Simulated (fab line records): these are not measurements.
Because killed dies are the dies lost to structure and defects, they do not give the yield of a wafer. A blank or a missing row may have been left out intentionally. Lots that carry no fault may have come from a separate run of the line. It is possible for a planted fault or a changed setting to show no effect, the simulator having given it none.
3 desks, one fault :: flow n5_finfet :: each desk holds nothing but its own numbers, with what lay behind them at the end

THE TOOL OWNER'S DESK: rie_diel-03
The tool's own readings at N5_BEOL_M11_ETCH_62 (etches SOC in N2/H2, target depth 110 nm, overetch 22 nm, time 165 s): means of the sampled wafers that have a number, for each lot that ran on this tool. A lot is out of limits, marked OUT, if its mean lies more than 4 standard deviations from the usual mean; the brackets give that distance.
Columns: A = drypump_motor_current_A at N5_BEOL_M11_ETCH_62, usual 5.6 A; B = oes_product_au at N5_BEOL_M11_ETCH_62, usual 0.64 a.u.; C = rf_vpp_V at N5_BEOL_M11_ETCH_62, usual 523.5 V; D = showerhead_plenum_p_Torr at N5_BEOL_M11_ETCH_62, usual 2.53 Torr; E = throttle_valve_pct at N5_BEOL_M11_ETCH_62, usual 17.94 %
lot: L371
first seen here: day 12 12:35
A: 5.5
B: 0.61
C: 524.8
D: 2.57
E: 18.07

lot: L372
first seen here: day 12 19:36
A: 5.4
B: 0.61
C: 523.9
D: 2.58
E: 17.94

lot: L375
first seen here: day 13 08:19
A: 5.6
B: 0.60
C: 521.6
D: 2.44
E: 18.11

lot: L376
first seen here: day 14 00:16
A: 5.5
B: 0.59
C: 524.7
D: 2.63
E: 18.05

lot: L380
first seen here: day 14 19:08
A: 5.6
B: 0.59
C: 522.6
D: 2.52
E: 18.15
This desk's verdict: no lot among the 5 shows anything out of limits.

THE DEFECT DESK
Lot by lot, what the route's inspections counted, given as the mean of those sampled wafers with a number. A lot is out of limits, marked OUT, if its mean lies more than 4 standard deviations from the usual mean; the brackets give that distance.
Columns: A = raw_defect_count at N5_BEOL_M11_INSPECT_13, usual 424
lot: L371
first seen here: day 12 12:28
A: 418

lot: L372
first seen here: day 12 19:23
A: 316

lot: L375
first seen here: day 13 08:12
A: 327

lot: L376
first seen here: day 14 00:08
A: 402

lot: L380
first seen here: day 14 19:01
A: 472

lot: L384
first seen here: day 15 16:29
A: 320

lot: L385
first seen here: day 15 18:48
A: 482
This desk's verdict: no lot among the 7 shows anything out of limits.

THE METROLOGY DESK
Lot by lot, what the gauges showed, no matter which tool ran the lot: averages of those sampled wafers that carry a number. A lot is out of limits, marked OUT, if its mean lies more than 4 standard deviations from the usual mean; the brackets give that distance.
Columns: A = cd_nm at N5_BEOL_M11_CD_MEAS_11, usual 63.8 nm; B = M11_OVL at N5_BEOL_M11_OVL_MEAS_12, usual -0.1 nm
lot: L371
first seen here: day 12 12:25
A: 63.8
B: 0.5

lot: L372
first seen here: day 12 19:20
A: 63.7
B: 0.1

lot: L375
first seen here: day 13 08:09
A: 63.8
B: 0.5

lot: L376
first seen here: day 14 00:05
A: 64.2
B: -1.0

lot: L380
first seen here: day 14 18:58
A: 64.0
B: 0.4

lot: L384
first seen here: day 15 16:26
A: 64.6
B: 0.4

lot: L385
first seen here: day 15 18:45
A: 63.2
B: -1.1
This desk's verdict: no lot among the 7 shows anything out of limits.

PUT TOGETHER
The desk of the tool owner found nothing out of limits.
Nothing the defect desk looked at was out of limits.
Metrology desk: nothing out of limits seen.

WHAT HAD BEEN PUT IN BY THE SIMULATOR
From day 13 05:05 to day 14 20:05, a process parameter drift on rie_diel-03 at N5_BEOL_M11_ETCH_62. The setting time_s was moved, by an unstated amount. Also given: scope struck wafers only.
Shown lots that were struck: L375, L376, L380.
